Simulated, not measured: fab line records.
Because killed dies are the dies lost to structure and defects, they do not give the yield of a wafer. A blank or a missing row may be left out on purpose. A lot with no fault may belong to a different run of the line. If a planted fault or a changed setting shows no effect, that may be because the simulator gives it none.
fab line records    flow n5-finfet
[record] lots = 24  wafers = 72  last-day = 18
route steps=1938 shown BEOL_M4@1057
lots that met no fault: taken from a fault-free run of the same line
start-h: the number of hours between the record's first day and the start of the first shown wafer of the lot    wait-h: time in hours since the lot's previous step    " repeats the value in the row above    L1.1+2: a row that stands for several wafers    - no value, or no start given    * or withheld: withheld    < > ~ a bound
route shown NAME@n: names a module that has steps shown in the file, with the first one's number in the route    usual: mean/standard deviation of fault-free wafers    same: alike in all rows    chamber/n: place in a boat    sites: per-site readings    _std_site: standard deviation across them    _edge_site: mean of outer sites minus mean of inner sites    radius-mm: how far each site lies from the wafer's centre    mask NAME#n: copy n    behind: the most recent tool/chamber to have shaped the wafer    hold: cause of the lot's hold/its duration in hours/its outcome    device: the n, p or np transistor that did not switch    end of line: the route-end tests of the same wafers    a step without rows: its recipe alone    killed: not the wafer's yield, but the dies lost to structure and defects at the first sort    map: shows each die of a wafer: x if killed, . if not, _ if none is there
set.NAME: setting as actually run; set.NAME@STEP: the setting as run at that earlier step    model.NAME: the simulator's own value behind a step, which no gauge read
one table for each step of the route and one row for each wafer, over a sample of lots
services: from which hour (start-h, from the record's first day; less than 0 if before it) a tool's chamber was out of use, for how many hours, and why
[[steps]]
[step N5_BEOL_M4_OVL_MEAS_29]
[recipe] points-per-wafer = 522
[usual] V3_OVL = -0.8/0.59
lot.wafer  tool        chamber  start-h  wait-h  V3_OVL[nm]
L074.1     overlay-02  0        163.54   0.0     -0.6
L074.4     "           0        "        "       0.5
L074.5     "           0        "        "       0.9
L075.4     overlay-02  0        170.02   0.0     0.1
L075.5     "           0        "        "       -0.9
L075.6     "           0        "        "       0.3
L076.2     overlay-01  0        170.96   0.0     -1.1
L076.3     "           0        "        "       -0.7
L076.4     "           0        "        "       -1.1
L077.1     overlay-01  0        172.74   0.0     -1.2
L077.2     "           0        "        "       -1.6
L077.4     "           0        "        "       -1.2
L078.1     overlay-01  0        176.72   0.0     -0.9
L078.4     "           0        "        "       -0.5
L078.6     "           0        "        "       -0.6
L079.1     overlay-02  0        184.88   0.0     0.3
L079.3     "           0        "        "       -0.5
L079.6     "           0        "        "       -1.1
L080.3     overlay-02  0        189.68   0.0     -0.5
L080.4     "           0        "        "       -0.1
L080.5     "           0        "        "       0.0
L081.2     overlay-01  0        196.38   0.0     -0.7
L081.3     "           0        "        "       -0.7
L081.5     "           0        "        "       -0.6
L082.3     overlay-01  0        207.46   0.0     -1.3
L082.4     "           0        "        "       -1.0
L082.5     "           0        "        "       -1.5
L083.2     overlay-02  0        213.43   0.0     -0.7
L083.5     "           0        "        "       0.2
L083.6     "           0        "        "       0.0
L084.2     overlay-01  0        218.13   0.0     -1.5
L084.3     "           0        "        "       -0.8
L084.6     "           0        "        "       -1.5
L085.2     overlay-01  0        221.30   0.0     -1.2
L085.5     "           0        "        "       -1.0
L085.6     "           0        "        "       -1.5
L086.1     overlay-01  0        224.39   0.0     -1.5
L086.3     "           0        "        "       -1.4
L086.5     "           0        "        "       -1.1
L087.1     overlay-01  0        242.01   0.0     -1.1
L087.5     "           0        "        "       -0.2
L087.6     "           0        "        "       -1.3
L090.2     overlay-02  0        251.21   0.0     -0.6
L090.3     "           0        "        "       0.1
L090.5     "           0        "        "       -0.3
L088.1     overlay-01  0        253.16   0.0     -1.1
L088.3     "           0        "        "       -1.9
L088.4     "           0        "        "       -1.6
L089.1     overlay-02  0        257.11   0.0     -1.0
L089.4     "           0        "        "       -1.0
L089.5     "           0        "        "       -0.9
L091.2     overlay-02  0        260.46   0.0     -1.1
L091.3     "           0        "        "       0.3
L091.6     "           0        "        "       -1.0
L092.1     overlay-02  0        262.17   0.0     -0.8
L092.2     "           0        "        "       -0.9
L092.3     "           0        "        "       -1.4
L093.3     overlay-02  0        270.94   0.0     -0.7
L093.4     "           0        "        "       -0.6
L093.6     "           0        "        "       -0.5
L094.1     overlay-02  0        272.02   0.0     -0.9
L094.5     "           0        "        "       -0.5
L094.6     "           0        "        "       -0.4
L095.2     overlay-01  0        284.49   0.0     -1.2
L095.3     "           0        "        "       -0.7
L095.4     "           0        "        "       0.8
L096.2     overlay-02  0        301.94   0.0     -0.3
L096.4     "           0        "        "       -0.3
L096.6     "           0        "        "       -0.7
L097.3     overlay-01  0        304.36   0.0     -1.1
L097.5     "           0        "        "       -1.0
L097.6     "           0        "        "       -1.0
[step N5_BEOL_M4_TRENCH_ETCH_37]
[recipe] chemistry = C4F6/O2  target-depth-a = 555.55  target = SiOC  time-s = 29.2  ion-energy-ev = 250  pressure-mtorr = 30  source-w = 355  bias-w = 185  Ar_flow_sccm = 300  C4F6_flow_sccm = 10  O2_flow_sccm = 10
[usual] drypump-motor-current-A = 5.8/0.6  oes-product-au = 0.79/0.081  rf-fwd-power-W = 349.6/1.7  rf-vpp-V = 658/11  showerhead-plenum-p-Torr = 2.80/0.083  throttle-valve-pct = 20.79/0.26
lot.wafer  tool         chamber  start-h  wait-h  drypump-motor-current-A  oes-product-au  rf-fwd-power-W  rf-hours-counter-h  rf-vpp-V  showerhead-plenum-p-Torr  throttle-valve-pct
L074.1     rie-diel-06  2        -        -       6.2                      0.94            345.8           21                  646       2.80                      20.80
L074.4     "            2        "        "       6.2                      0.92            346.3           -                   647       2.80                      20.80
L074.5     "            0        "        "       4.9                      0.72            348.9           -                   648       2.71                      21.27
L075.4     rie-diel-05  0        -        -       6.0                      0.77            349.0           -                   652       2.74                      20.64
L075.5     "            3        "        "       4.9                      0.83            352.4           -                   662       2.80                      20.43
L075.6     "            2        "        "       6.6                      0.71            349.7           -                   679       2.81                      20.88
L076.2     rie-diel-02  1        -        -       5.5                      0.87            348.2           34                  655       2.79                      20.35
L076.3     "            3        "        "       5.9                      0.72            351.1           219                 674       2.82                      21.08
L076.4     "            2        "        "       6.2                      0.79            349.2           89                  643       2.78                      20.96
L077.1     rie-diel-06  1        -        -       5.9                      1.01            346.9           0                   664       3.03                      20.51
L077.2     "            2        "        "       6.2                      0.92            345.0           29                  645       2.79                      20.82
L077.4     "            0        "        "       4.9                      0.72            350.2           215                 648       2.70                      21.29
L078.1     rie-diel-06  0        -        -       4.9                      0.70            350.4           218                 650       2.70                      21.28
L078.4     "            2        "        "       6.2                      0.89            347.8           32                  645       2.79                      20.83
L078.6     "            1        "        "       5.9                      0.98            345.9           -                   664       3.03                      20.48
L079.1     rie-diel-05  3        -        -       4.9                      0.82            351.3           46                  663       2.79                      20.40
L079.3     "            0        "        "       6.0                      0.76            351.7           137                 650       2.73                      20.64
L079.6     "            3        "        "       4.9                      0.83            352.4           -                   662       2.79                      20.43
L080.3     rie-diel-06  1        -        -       5.9                      0.97            346.9           6                   665       3.03                      20.50
L080.4     "            3        "        "       6.5                      0.71            348.2           185                 656       2.94                      21.02
L080.5     "            0        "        "       4.9                      0.71            349.2           -                   649       2.70                      21.30
L081.2     rie-diel-05  2        -        -       6.6                      0.70            349.8           215                 679       2.81                      20.91
L081.3     "            0        "        "       6.0                      0.75            348.6           143                 651       2.73                      20.67
L081.5     "            3        "        "       4.9                      0.81            350.0           -                   662       2.79                      20.43
L082.3     rie-diel-06  3        -        -       6.5                      0.71            349.5           192                 657       2.94                      21.01
L082.4     "            3        "        "       6.5                      0.71            348.2           -                   656       2.94                      21.04
L082.5     "            1        "        "       5.9                      0.95            347.6           -                   663       3.03                      20.52
L083.2     rie-diel-06  3        -        -       6.5                      0.72            350.1           193                 655       2.94                      21.03
L083.5     "            3        "        "       6.5                      0.71            348.8           -                   656       2.94                      21.05
L083.6     "            0        "        "       4.9                      0.70            348.4           -                   650       2.70                      21.31
L084.2     rie-diel-06  3        -        -       6.5                      0.71            347.6           196                 656       2.94                      21.05
L084.3     "            2        "        "       6.2                      0.89            348.2           42                  647       2.79                      20.86
L084.6     "            3        "        "       6.5                      0.71            350.3           -                   656       2.94                      21.01
L085.2     rie-diel-02  0        -        -       5.0                      0.85            349.2           64                  664       2.78                      20.70
L085.5     "            3        "        "       6.0                      0.68            350.3           -                   673       2.81                      21.11
L085.6     "            2        "        "       6.2                      0.75            350.3           -                   644       2.77                      20.99
L086.1     rie-diel-05  3        -        -       4.9                      0.80            351.5           62                  661       2.79                      20.45
L086.3     "            1        "        "       6.4                      0.88            351.9           54                  669       2.79                      20.78
L086.5     "            0        "        "       6.0                      0.76            348.8           -                   651       2.73                      20.68
L087.1     rie-diel-02  2        -        -       6.3                      0.76            348.4           114                 642       2.77                      20.99
L087.5     "            2        "        "       6.2                      0.76            349.4           -                   642       2.77                      20.98
L087.6     "            1        "        "       5.5                      0.83            351.6           -                   656       2.78                      20.38
L090.2     rie-diel-05  1        -        -       6.3                      0.87            352.3           61                  670       2.79                      20.79
L090.3     "            0        "        "       6.0                      0.75            347.1           158                 650       2.72                      20.69
L090.5     "            0        "        "       6.0                      0.75            347.5           -                   651       2.72                      20.67
L088.1     rie-diel-05  2        -        -       6.6                      0.70            348.8           232                 680       2.80                      20.92
L088.3     "            3        "        "       4.9                      0.79            354.3           70                  661       2.78                      20.46
L088.4     "            0        "        "       6.0                      0.74            348.7           159                 650       2.72                      20.68
L089.1     rie-diel-02  2        -        -       6.2                      0.76            349.7           121                 642       2.77                      20.98
L089.4     "            1        "        "       5.5                      0.82            349.4           -                   655       2.77                      20.40
L089.5     "            2        "        "       6.3                      0.76            350.5           -                   643       2.77                      21.00
L091.2     rie-diel-02  1        -        -       5.5                      0.83            351.4           66                  655       2.77                      20.41
L091.3     "            0        "        "       5.1                      0.84            350.0           77                  664       2.77                      20.72
L091.6     "            0        "        "       5.1                      0.84            350.9           -                   667       2.77                      20.73
L092.1     rie-diel-02  2        -        -       6.2                      0.76            349.8           124                 641       2.77                      20.99
L092.2     "            1        "        "       5.5                      0.82            350.9           69                  656       2.77                      20.42
L092.3     "            2        "        "       6.3                      0.76            351.6           -                   643       2.77                      21.00
L093.3     rie-diel-05  2        -        -       6.6                      0.68            349.1           239                 680       2.80                      20.93
L093.4     "            1        "        "       6.3                      0.87            351.3           68                  669       2.78                      20.80
L093.6     "            3        "        "       4.9                      0.78            352.6           -                   663       2.78                      20.46
L094.1     rie-diel-02  3        -        -       5.9                      0.97            352.0           2                   673       2.81                      20.78
L094.5     "            3        "        "       5.9                      0.98            351.0           -                   672       2.81                      20.80
L094.6     "            0        "        "       5.0                      0.83            351.0           -                   664       2.77                      20.74
L095.2     rie-diel-05  2        -        -       6.6                      0.68            348.5           244                 678       2.80                      20.94
L095.3     "            0        "        "       6.0                      0.74            349.8           168                 650       2.72                      20.70
L095.4     "            3        "        "       4.9                      0.77            351.9           81                  662       2.78                      20.47
L096.2     rie-diel-05  3        -        -       4.9                      0.78            351.8           86                  661       2.78                      20.49
L096.4     "            1        "        "       6.4                      0.85            352.6           78                  669       2.78                      20.83
L096.6     "            3        "        "       4.9                      0.78            352.1           -                   662       2.78                      20.50
L097.3     rie-diel-02  2        -        -       6.3                      0.75            348.6           138                 641       2.76                      21.02
L097.5     "            1        "        "       5.5                      0.80            349.6           -                   655       2.77                      20.46
L097.6     "            2        "        "       6.2                      0.74            352.3           -                   643       2.76                      21.00
[step N5_BEOL_M4_ANNEAL_49]
[recipe] temp-c = 400  time-s = 240  ambient = vacuum
[usual] heater-power-w = 851/69
lot.wafer  tool            chamber  start-h  wait-h  heater-power-w
L074.1     pvd-sputter-03  -        166.50   0.0     825
L074.4     "               -        "        "       888
L074.5     "               -        "        "       810
L075.4     pvd-sputter-02  -        172.43   0.0     873
L075.5     "               -        "        "       841
L075.6     "               -        "        "       906
L076.2     pvd-sputter-01  -        175.12   0.0     815
L076.3     "               -        "        "       778
L076.4     "               -        "        "       819
L077.1     pvd-sputter-02  -        181.07   0.0     1037
L077.2     "               -        "        "       877
L077.4     "               -        "        "       826
L078.1     pvd-sputter-03  -        190.56   0.0     806
L078.4     "               -        "        "       878
L078.6     "               -        "        "       810
L079.1     pvd-sputter-02  -        192.58   0.0     913
L079.3     "               -        "        "       823
L079.6     "               -        "        "       895
L080.3     pvd-sputter-03  -        197.18   0.0     823
L080.4     "               -        "        "       888
L080.5     "               -        "        "       834
L081.2     pvd-sputter-02  -        206.03   0.0     1034
L081.3     "               -        "        "       875
L081.5     "               -        "        "       824
L082.3     pvd-sputter-03  -        214.18   0.0     803
L082.4     "               -        "        "       803
L082.5     "               -        "        "       803
L083.2     pvd-sputter-01  -        216.74   0.0     839
L083.5     "               -        "        "       831
L083.6     "               -        "        "       802
L084.2     pvd-sputter-01  -        223.60   0.0     846
L084.3     "               -        "        "       749
L084.6     "               -        "        "       823
L085.2     pvd-sputter-02  -        229.61   0.0     1029
L085.5     "               -        "        "       890
L085.6     "               -        "        "       806
L086.1     pvd-sputter-03  -        232.62   0.0     820
L086.3     "               -        "        "       813
L086.5     "               -        "        "       879
L087.1     pvd-sputter-03  -        247.36   0.0     798
L087.5     "               -        "        "       823
L087.6     "               -        "        "       904
L090.2     pvd-sputter-02  -        255.10   0.0     861
L090.3     "               -        "        "       845
L090.5     "               -        "        "       1034
L088.1     pvd-sputter-02  -        258.78   0.0     852
L088.3     "               -        "        "       860
L088.4     "               -        "        "       1025
L089.1     pvd-sputter-03  -        262.20   0.0     817
L089.4     "               -        "        "       883
L089.5     "               -        "        "       881
L091.2     pvd-sputter-02  -        262.34   0.0     814
L091.3     "               -        "        "       836
L091.6     "               -        "        "       837
L092.1     pvd-sputter-03  -        269.20   0.0     794
L092.2     "               -        "        "       873
L092.3     "               -        "        "       820
L093.3     pvd-sputter-01  -        278.64   0.0     829
L093.4     "               -        "        "       775
L093.6     "               -        "        "       764
L094.1     pvd-sputter-03  -        282.16   0.0     807
L094.5     "               -        "        "       886
L094.6     "               -        "        "       830
L095.2     pvd-sputter-01  -        291.69   0.0     796
L095.3     "               -        "        "       816
L095.4     "               -        "        "       829
L096.2     pvd-sputter-02  -        307.98   0.0     1032
L096.4     "               -        "        "       903
L096.6     "               -        "        "       832
L097.3     pvd-sputter-03  -        310.91   0.0     822
L097.5     "               -        "        "       801
L097.6     "               -        "        "       825
[step N5_BEOL_M4_PRE_CLEAN_60]
[recipe] gas = NH3/H2  time-s = 15  temp-c = *  rf-power-w = 300
[usual] heater-power-w = 88/32  rf-fwd-power-W = 296.6/1.4
lot.wafer  tool       chamber  start-h  wait-h  heater-power-w  rf-fwd-power-W
L074.1     cvd-co-01  0        169.04   0.1     99              296.1
L074.4     "          1        "        "       103             296.5
L074.5     "          0        "        "       101             295.6
L075.4     cvd-co-02  2        174.95   0.1     54              298.1
L075.5     "          1        "        "       140             297.7
L075.6     "          0        "        "       83              297.3
L076.2     cvd-co-01  1        177.64   0.0     105             296.8
L076.3     "          2        "        "       45              297.0
L076.4     "          1        "        "       103             295.6
L077.1     cvd-co-02  2        183.63   0.1     55              297.8
L077.2     "          1        "        "       139             297.2
L077.4     "          2        "        "       54              297.2
L078.1     cvd-co-01  2        193.07   0.0     44              299.0
L078.4     "          0        "        "       102             295.9
L078.6     "          2        "        "       41              297.8
L079.1     cvd-co-01  0        195.08   0.0     101             294.0
L079.3     "          1        "        "       106             296.5
L079.6     "          0        "        "       101             293.9
L080.3     cvd-co-02  2        199.68   0.0     57              296.9
L080.4     "          0        "        "       83              296.8
L080.5     "          2        "        "       56              299.3
L081.2     cvd-co-01  2        208.54   0.0     44              296.9
L081.3     "          0        "        "       103             294.1
L081.5     "          2        "        "       45              295.8
L082.3     cvd-co-02  0        216.96   0.2     84              296.4
L082.4     "          1        "        "       145             293.7
L082.5     "          2        "        "       55              297.3
L083.2     cvd-co-02  1        219.50   0.0     141             296.4
L083.5     "          1        "        "       141             295.6
L083.6     "          0        "        "       82              297.1
L084.2     cvd-co-01  2        226.22   0.1     44              299.2
L084.3     "          1        "        "       105             297.3
L084.6     "          1        "        "       107             296.8
L085.2     cvd-co-02  1        232.50   0.3     141             296.0
L085.5     "          0        "        "       84              296.3
L085.6     "          2        "        "       56              298.3
L086.1     cvd-co-02  0        235.13   0.0     84              295.2
L086.3     "          2        "        "       56              299.1
L086.5     "          2        "        "       56              297.7
L087.1     cvd-co-01  1        249.86   0.0     105             294.9
L087.5     "          1        "        "       105             295.4
L087.6     "          0        "        "       102             295.3
L090.2     cvd-co-01  0        257.61   0.0     103             294.1
L090.3     "          2        "        "       44              297.5
L090.5     "          2        "        "       45              298.3
L088.1     cvd-co-02  1        261.29   0.0     141             296.4
L088.3     "          0        "        "       84              297.6
L088.4     "          2        "        "       57              297.6
L089.1     cvd-co-02  2        264.71   0.0     58              298.2
L089.4     "          0        "        "       86              295.7
L089.5     "          2        "        "       57              298.7
L091.2     cvd-co-01  0        264.85   0.0     104             294.5
L091.3     "          2        "        "       44              297.0
L091.6     "          2        "        "       45              298.0
L092.1     cvd-co-02  0        271.71   0.0     83              297.4
L092.2     "          2        "        "       57              298.8
L092.3     "          1        "        "       139             296.0
L093.3     cvd-co-01  2        281.14   0.0     44              296.5
L093.4     "          0        "        "       102             294.1
L093.6     "          1        "        "       103             296.9
L094.1     cvd-co-02  0        284.79   0.2     83              297.0
L094.5     "          0        "        "       85              296.6
L094.6     "          1        "        "       144             296.5
L095.2     cvd-co-01  1        294.39   0.0     104             295.7
L095.3     "          0        "        "       105             296.0
L095.4     "          0        "        "       102             295.3
L096.2     cvd-co-01  2        310.48   0.0     46              297.3
L096.4     "          0        "        "       104             296.1
L096.6     "          2        "        "       45              296.3
L097.3     cvd-co-01  0        313.48   0.0     103             295.2
L097.5     "          1        "        "       104             296.6
L097.6     "          2        "        "       45              298.1
[step N5_BEOL_M4_DEP_57]
[recipe] material = SiCN  target-thk-a = 80  temp-c = withheld  precursor = 3MS/NH3  pressure-torr = 3  rf-w = 202  time-s = 14
[usual] rf-fwd-power-W = 199.1/0.9  showerhead-plenum-p-Torr = 3.671/0.017  throttle-valve-pct = 8.9/0.3
lot.wafer  tool      chamber  start-h  wait-h  rf-fwd-power-W  showerhead-plenum-p-Torr  throttle-valve-pct
L074.1     pecvd-02  2        169.19   0.0     198.2           3.657                     9.1
L074.4     "         2        "        "       197.1           3.670                     9.2
L074.5     "         1        "        "       198.5           3.650                     8.8
L075.4     pecvd-02  1        175.11   0.0     198.6           3.648                     8.8
L075.5     "         0        "        "       198.5           3.655                     8.8
L075.6     "         2        "        "       198.0           3.643                     9.1
L076.2     pecvd-04  0        177.79   0.0     199.5           3.668                     8.9
L076.3     "         1        "        "       199.4           3.687                     9.4
L076.4     "         1        "        "       200.5           3.701                     9.7
L077.1     pecvd-02  0        183.78   0.0     199.5           3.646                     8.6
L077.2     "         1        "        "       197.7           3.639                     8.7
L077.4     "         1        "        "       198.3           3.647                     8.8
L078.1     pecvd-03  1        193.23   0.0     200.5           3.674                     8.7
L078.4     "         1        "        "       200.5           3.667                     8.8
L078.6     "         0        "        "       198.6           3.688                     8.6
L079.1     pecvd-03  0        195.24   0.0     197.6           3.683                     8.6
L079.3     "         1        "        "       199.3           3.672                     8.7
L079.6     "         1        "        "       199.8           3.670                     8.8
L080.3     pecvd-04  2        199.84   0.0     199.6           3.658                     8.8
L080.4     "         1        "        "       200.0           3.692                     9.4
L080.5     "         2        "        "       199.5           3.660                     9.0
L081.2     pecvd-03  0        208.70   0.0     198.6           3.685                     8.6
L081.3     "         1        "        "       201.4           3.673                     8.7
L081.5     "         2        "        "       200.1           3.687                     8.5
L082.3     pecvd-04  2        217.11   0.0     199.1           3.662                     8.9
L082.4     "         1        "        "       199.4           3.688                     9.7
L082.5     "         2        "        "       199.8           3.665                     8.8
L083.2     pecvd-03  0        219.67   0.0     197.8           3.691                     8.8
L083.5     "         2        "        "       199.6           3.692                     8.8
L083.6     "         0        "        "       198.2           3.695                     8.7
L084.2     pecvd-02  2        226.38   0.0     198.6           3.667                     9.1
L084.3     "         0        "        "       199.1           3.642                     8.6
L084.6     "         1        "        "       200.0           3.666                     9.0
L085.2     pecvd-03  2        232.66   0.0     198.9           3.691                     8.8
L085.5     "         1        "        "       200.7           3.675                     8.6
L085.6     "         2        "        "       199.3           3.692                     8.7
L086.1     pecvd-04  0        235.28   0.0     199.1           3.665                     9.0
L086.3     "         2        "        "       198.4           3.668                     9.0
L086.5     "         2        "        "       198.4           3.660                     8.7
L087.1     pecvd-02  1        250.03   0.0     199.4           3.639                     8.8
L087.5     "         0        "        "       199.1           3.643                     8.9
L087.6     "         1        "        "       198.8           3.653                     9.0
L090.2     pecvd-04  1        257.77   0.0     199.2           3.685                     9.4
L090.3     "         0        "        "       198.7           3.673                     9.1
L090.5     "         2        "        "       199.2           3.662                     9.0
L088.1     pecvd-04  1        261.45   0.0     199.6           3.692                     9.8
L088.3     "         2        "        "       199.9           3.657                     9.0
L088.4     "         1        "        "       199.6           3.690                     9.5
L089.1     pecvd-04  1        264.86   0.0     199.3           3.684                     9.6
L089.4     "         2        "        "       198.1           3.666                     8.7
L089.5     "         1        "        "       198.7           3.693                     9.6
L091.2     pecvd-03  1        265.00   0.0     200.0           3.671                     8.9
L091.3     "         2        "        "       199.7           3.687                     8.7
L091.6     "         2        "        "       199.5           3.694                     8.3
L092.1     pecvd-03  2        271.86   0.0     200.8           3.686                     8.9
L092.2     "         1        "        "       199.9           3.674                     8.8
L092.3     "         0        "        "       198.4           3.685                     8.7
L093.3     pecvd-03  1        281.30   0.0     200.1           3.678                     8.9
L093.4     "         0        "        "       197.2           3.682                     8.6
L093.6     "         1        "        "       199.7           3.666                     8.7
L094.1     pecvd-04  2        284.94   0.0     199.5           3.653                     9.0
L094.5     "         0        "        "       199.9           3.672                     9.0
L094.6     "         2        "        "       199.8           3.658                     8.7
L095.2     pecvd-04  1        294.54   0.0     198.3           3.703                     9.6
L095.3     "         2        "        "       198.1           3.658                     8.8
L095.4     "         2        "        "       198.6           3.664                     9.0
L096.2     pecvd-02  2        310.64   0.0     197.6           3.649                     8.7
L096.4     "         1        "        "       198.6           3.652                     8.9
L096.6     "         2        "        "       197.9           3.647                     8.8
L097.3     pecvd-02  2        313.63   0.0     198.6           3.653                     8.8
L097.5     "         2        "        "       197.6           3.652                     8.7
L097.6     "         1        "        "       198.4           3.650                     8.9
[step N5_BEOL_M4_RS_MEAS_58]
[recipe] thk-meas-gauge = four-point-probe  reads = Co_of_BEOL_M4_CO_CAP_55+Cu_of_BEOL_M4_ECD_50+Co_of_BEOL_M4_CVD_47+TaN_of_BEOL_M4_ALD_84
[usual] M4_RS = 0.68/0.033
lot.wafer  tool           chamber  start-h  wait-h  M4_RS[ohm/sq]
L074.1     film-metro-01  -        169.27   0.1     0.67
L074.4     "              -        "        "       0.62
L074.5     "              -        "        "       0.67
L075.4     film-metro-02  -        175.16   0.0     0.62
L075.5     "              -        "        "       0.71
L075.6     "              -        "        "       0.64
L076.2     film-metro-01  -        177.86   0.1     0.66
L076.3     "              -        "        "       0.63
L076.4     "              -        "        "       0.61
L077.1     film-metro-01  -        183.85   0.0     0.67
L077.2     "              -        "        "       0.63
L077.4     "              -        "        "       0.62
L078.1     film-metro-01  -        193.29   0.0     0.63
L078.4     "              -        "        "       0.65
L078.6     "              -        "        "       0.65
L079.1     film-metro-01  -        195.30   0.0     0.75
L079.3     "              -        "        "       0.67
L079.6     "              -        "        "       0.69
L080.3     film-metro-02  -        199.91   0.1     0.70
L080.4     "              -        "        "       0.70
L080.5     "              -        "        "       0.66
L081.2     film-metro-02  -        208.77   0.1     0.71
L081.3     "              -        "        "       0.68
L081.5     "              -        "        "       0.71
L082.3     film-metro-01  -        217.18   0.1     0.70
L082.4     "              -        "        "       0.71
L082.5     "              -        "        "       0.63
L083.2     film-metro-01  -        219.77   0.1     0.74
L083.5     "              -        "        "       0.74
L083.6     "              -        "        "       0.64
L084.2     film-metro-01  -        226.44   0.1     0.73
L084.3     "              -        "        "       0.63
L084.6     "              -        "        "       0.71
L085.2     film-metro-01  -        232.73   0.1     0.66
L085.5     "              -        "        "       0.67
L085.6     "              -        "        "       0.69
L086.1     film-metro-02  -        235.35   0.0     0.80
L086.3     "              -        "        "       0.65
L086.5     "              -        "        "       0.68
L087.1     film-metro-02  -        250.11   0.1     0.65
L087.5     "              -        "        "       0.70
L087.6     "              -        "        "       0.70
L090.2     film-metro-02  -        257.83   0.1     0.66
L090.3     "              -        "        "       0.71
L090.5     "              -        "        "       0.70
L088.1     film-metro-01  -        261.65   0.2     0.65
L088.3     "              -        "        "       0.75
L088.4     "              -        "        "       0.65
L089.1     film-metro-01  -        264.93   0.0     0.66
L089.4     "              -        "        "       0.70
L089.5     "              -        "        "       0.68
L091.2     film-metro-01  -        265.07   0.1     0.66
L091.3     "              -        "        "       0.68
L091.6     "              -        "        "       0.63
L092.1     film-metro-01  -        271.93   0.0     0.68
L092.2     "              -        "        "       0.68
L092.3     "              -        "        "       0.68
L093.3     film-metro-01  -        281.37   0.1     0.69
L093.4     "              -        "        "       0.64
L093.6     "              -        "        "       0.74
L094.1     film-metro-01  -        285.01   0.0     0.70
L094.5     "              -        "        "       0.67
L094.6     "              -        "        "       0.69
L095.2     film-metro-01  -        294.61   0.1     0.71
L095.3     "              -        "        "       0.71
L095.4     "              -        "        "       0.72
L096.2     film-metro-01  -        310.70   0.1     0.71
L096.4     "              -        "        "       0.68
L096.6     "              -        "        "       0.69
L097.3     film-metro-02  -        313.70   0.1     0.67
L097.5     "              -        "        "       0.67
L097.6     "              -        "        "       0.70
[[services]]
tool            chamber  start-h  hours  kind
cvd-co-02       -        145.64   0.6    repair
pecvd-04        0        147.23   -      calibration
pecvd-03        -        148.09   0.9    repair
pecvd-04        2        157.25   1.7    repair
rie-diel-05     1        162.15   36.3   repair
pecvd-04        2        170.42   5.5    scheduled-down
pecvd-02        -        184.99   27.0   repair
rie-diel-06     2        197.89   1.5    repair
rie-diel-02     1        198.27   1.6    repair
rie-diel-06     0        220.63   6.6    repair
rie-diel-02     -        229.71   0.5    repair
cvd-co-01       2        231.54   18.0   repair
rie-diel-05     0        258.19   9.4    repair
rie-diel-02     0        264.49   9.9    repair
cvd-co-01       2        272.90   5.4    repair
cvd-co-02       -        276.61   2.8    pm
pvd-sputter-02  -        279.52   3.8    repair
pecvd-04        1        298.99   6.2    repair
pecvd-04        2        303.65   2.1    scheduled-down
rie-diel-05     0        307.30   4.3    repair
rie-diel-05     2        311.74   -      clean
rie-diel-05     2        311.74   -      consumable-replace:focus-ring
rie-diel-05     2        311.74   19.0   scheduled-down
rie-diel-05     2        311.74   19.0   vent-cycle
[[key]]
fault none
